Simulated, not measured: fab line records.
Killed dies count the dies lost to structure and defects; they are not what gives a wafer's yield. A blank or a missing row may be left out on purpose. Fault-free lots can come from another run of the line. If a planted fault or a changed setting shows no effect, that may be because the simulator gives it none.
Which tool did it? | flow nand_harc | 11 lots, 33 wafers sampled, at 4 steps of a route of 1302

== WHAT THE GAUGES READ, wafer by wafer ==
NHARC_P_STI_OCD_MEAS_17.
lot  | measured     | on     | trench_depth_nm (nm) | trench_foot_cd_nm (nm)
L890 | day 2 21:57  | ocd-02 | 301 301 300          | 154.6 154.9 158.5
L891 | day 3 17:04  | ocd-01 | 296 305 296          | 154.1 152.7 156.2
L892 | day 3 16:54  | ocd-02 | 310 307 307          | 154.6 156.2 158.4
L893 | day 4 00:59  | ocd-01 | 308 297 308          | 158.9 158.4 155.6
L895 | day 5 01:36  | ocd-01 | 298 298 296          | 160.8 164.3 162.2
L898 | day 6 02:58  | ocd-01 | 298 297 300          | 160.7 157.6 155.9
L906 | day 9 13:40  | ocd-01 | 311 305 301          | 156.9 152.5 154.0
L908 | day 10 07:52 | ocd-01 | 307 299 302          | 156.8 160.1 157.2
L909 | day 10 19:04 | ocd-02 | 299 298 300          | 153.2 156.0 153.2
L910 | day 11 04:19 | ocd-01 | 301 303 299          | 155.6 156.8 154.2
L911 | day 11 15:37 | ocd-02 | 298 299 299          | 157.7 155.2 152.9

NHARC_P_GATE_OVL_MEAS_27.
lot  | measured     | on         | overlay_x_nm (nm) | overlay_y_nm (nm)
L890 | day 5 09:43  | overlay-01 | 0.9 1.1 0.5       | -1.1 -1.5 -1.3
L891 | day 6 01:58  | overlay-01 | -0.9 -0.7 -0.4    | -0.7 -0.8 -0.6
L892 | day 6 01:26  | overlay-01 | -0.1 0.2 0.6      | 0.9 0.4 0.3
L893 | day 6 11:44  | overlay-02 | -0.5 -0.7 -0.7    | 1.0 1.3 1.5
L895 | day 7 08:36  | overlay-01 | -0.2 0.0 0.2      | -0.7 -0.8 -0.3
L898 | day 8 05:50  | overlay-01 | 0.8 1.2 0.9       | 0.4 -0.2 -0.4
L906 | day 11 17:02 | overlay-02 | 0.9 0.9 1.2       | 0.7 1.1 0.6
L908 | day 12 16:10 | overlay-01 | -1.2 -1.3 -0.8    | -1.5 -0.5 -0.5
L909 | day 12 23:06 | overlay-01 | 1.3 1.3 1.4       | 1.1 1.3 0.8
L910 | day 13 10:31 | overlay-01 | -0.8 -0.2 -0.1    | -0.7 -0.2 -0.1
L911 | day 13 17:37 | overlay-02 | -0.3 -0.1 0.1     | 0.9 1.5 0.8

== EACH LOT AND THE TOOL THAT RAN IT (in order: tool; ch and the chambers of the sampled wafers; start) ==
lot  | NHARC_P_ZERO_WELL_DESCUM_26        | NHARC_P_STI_EXPOSE_06
L890 | rie_diel-09 ch 0,1,2, day 1 22:38  | krf_scanner-01 ch 0, day 2 21:01
L891 | rie_diel-08 ch 1,2, day 2 08:47    | krf_scanner-02 ch 0, day 3 16:08
L892 | rie_diel-08 ch 0,2, day 2 18:44    | krf_scanner-04 ch 0, day 3 15:58
L893 | rie_diel-08 ch 0,3, day 3 04:40    | krf_scanner-01 ch 0, day 4 00:02
L895 | rie_diel-09 ch 0,2,3, day 4 00:59  | krf_scanner-01 ch 0, day 5 00:36
L898 | rie_diel-08 ch 0,2,3, day 5 06:48  | krf_scanner-02 ch 0, day 6 02:02
L906 | rie_diel-09 ch 0,2,3, day 8 14:51  | krf_scanner-02 ch 0, day 9 12:43
L908 | rie_diel-02 ch 1,2,3, day 9 10:47  | krf_scanner-01 ch 0, day 10 06:55
L909 | rie_diel-08 ch 1,2,3, day 9 20:46  | krf_scanner-02 ch 0, day 10 18:02
L910 | rie_diel-09 ch 1,2,3, day 10 06:42 | krf_scanner-01 ch 0, day 11 03:22
L911 | rie_diel-08 ch 1,2, day 10 16:45   | krf_scanner-01 ch 0, day 11 14:40
- NHARC_P_ZERO_WELL_DESCUM_26: chemistry O2, time 3 s.
- NHARC_P_STI_EXPOSE_06: exposes mask P STI, target cd 200 nm.

== WHAT THE TOOLS THEMSELVES READ (means of the sampled wafers that have a number; where no wafer has one, the mark that the record gives instead) ==
NHARC_P_ZERO_WELL_DESCUM_26.
lot  | tool        | drypump_motor_current_A (A) | oes_product_au (a.u.) | rf_vpp_V (V) | showerhead_plenum_p_Torr (Torr) | throttle_valve_pct (%)
L890 | rie_diel-09 | 5.8                         | 0.982                 | 57.7         | 1.94                            | 11.315
L891 | rie_diel-08 | 5.6                         | 1.001                 | 57.9         | 1.89                            | 11.315
L892 | rie_diel-08 | 5.6                         | 1.011                 | 57.1         | 1.89                            | 11.315
L893 | rie_diel-08 | 5.3                         | 1.009                 | 58.4         | 1.89                            | 11.308
L895 | rie_diel-09 | 5.3                         | 0.993                 | 58.0         | 1.94                            | 11.315
L898 | rie_diel-08 | 5.3                         | 1.005                 | 58.6         | 1.91                            | 11.314
L906 | rie_diel-09 | 5.3                         | 0.992                 | 57.5         | 1.93                            | 11.308
L908 | rie_diel-02 | 5.6                         | 0.989                 | 58.0         | 1.93                            | 11.317
L909 | rie_diel-08 | 5.4                         | 1.000                 | 57.6         | 1.97                            | 11.312
L910 | rie_diel-09 | 5.3                         | 0.983                 | 57.9         | 1.88                            | 11.315
L911 | rie_diel-08 | 5.6                         | 1.001                 | 58.0         | 1.96                            | 11.302

NHARC_P_STI_EXPOSE_06.
lot  | tool           | stage_vel_mm_s (mm/s)
L890 | krf_scanner-01 | 500.22
L891 | krf_scanner-02 | 500.09
L892 | krf_scanner-04 | 500.00
L893 | krf_scanner-01 | 499.86
L895 | krf_scanner-01 | 500.19
L898 | krf_scanner-02 | 499.91
L906 | krf_scanner-02 | 500.28
L908 | krf_scanner-01 | 499.66
L909 | krf_scanner-02 | 499.98
L910 | krf_scanner-01 | 499.97
L911 | krf_scanner-01 | 499.79

== THE ANSWER, worked out from the rows above alone ==
Rule: what is usual is taken from the lots themselves. Put in order of their means at a reading, lots are off if they are a third of the lots or fewer, leave a main group of 4 or more, and stand apart from it by a gap of 3 or more times the standard deviation of the main group's means; of several such gaps the widest counts. Not used: any main group whose means are identical at the precision the tables above print for the reading. Also off: a lot with no number at a reading for which 4 or more lots have one. Where the step has rows for the other lots, those lots are counted as sound. First the gauges in route order, then the tools' own readings, where a lot's mean is used as printed above. At the first step where some lot is off, the reading lying furthest off is the one used; lots without a number count as furthest.
Off: L895 (NHARC_P_STI_OCD_MEAS_17, trench_foot_cd_nm). Main group: mean 156.0 nm, sd 1.4.
A tool fits if, at a process step before that reading, it ran every lot that is off, and no sound lot after the first of them. The gauges at NHARC_P_STI_OCD_MEAS_17 are tried like those tools. Not one of the candidates tried fits.

== WHAT HAD BEEN PUT IN BY THE SIMULATOR ==
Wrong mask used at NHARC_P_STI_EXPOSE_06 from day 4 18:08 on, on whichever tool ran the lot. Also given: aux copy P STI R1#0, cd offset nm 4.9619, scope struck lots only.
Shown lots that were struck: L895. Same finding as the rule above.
